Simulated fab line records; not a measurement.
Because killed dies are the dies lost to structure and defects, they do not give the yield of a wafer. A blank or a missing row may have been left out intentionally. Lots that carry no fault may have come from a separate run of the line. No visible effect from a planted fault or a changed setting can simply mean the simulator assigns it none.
Matching of chambers | flow nand harc | 3 sister chambers for NHARC_P_M0_PRE_CLEAN_31 on pecvd-01
The step time 12 s. 3 wafers are shown with their chamber, then 8 later ones without.

WAFERS, EACH WITH ITS CHAMBER
wafer  | chamber | heater power w (W)
L084.4 | 0       | 624
L088.6 | 1       | 639
L089.1 | 2       | 734

WAFERS MISSING THEIR CHAMBER
wafer  | heater power w (W)
L089.2 | 621
L089.4 | 627
L090.2 | 641
L090.3 | 660
L090.6 | 629
L094.3 | 657
L094.4 | 651
L094.5 | 603

CHAMBER TAKEN BY EACH
wafer  | from the rows above     | in truth
L089.2 | can't be placed: 0 or 1 | 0
L089.4 | can't be placed: 0 or 1 | 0
L090.2 | can't be placed: 1 or 0 | 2
L090.3 | can't be placed: 1 or 0 | 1
L090.6 | can't be placed: 0 or 1 | 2
L094.3 | can't be placed: 1 or 0 | 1
L094.4 | can't be placed: 1 or 0 | 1
L094.5 | can't be placed: 0 or 1 | 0
Correctly placed: 0 of 8. Unplaceable from these rows: 8, with the true chamber sitting among the candidates in 6. Placed wrongly: 0.
How it was worked out, from the rows above alone: a wafer's distance from a chamber is the root of the sum, over the readings, of the square of ((its reading less the chamber's mean) divided by the reading's scatter). If the next closest chamber is less than 2 further off than the closest, the wafer can't be placed; otherwise it belongs to the closest. A chamber's mean is the mean of its shown wafers. The scatter (one wafer shown for each chamber): square how far every hidden wafer sits from the nearest shown wafer, average those squares and take the square root.
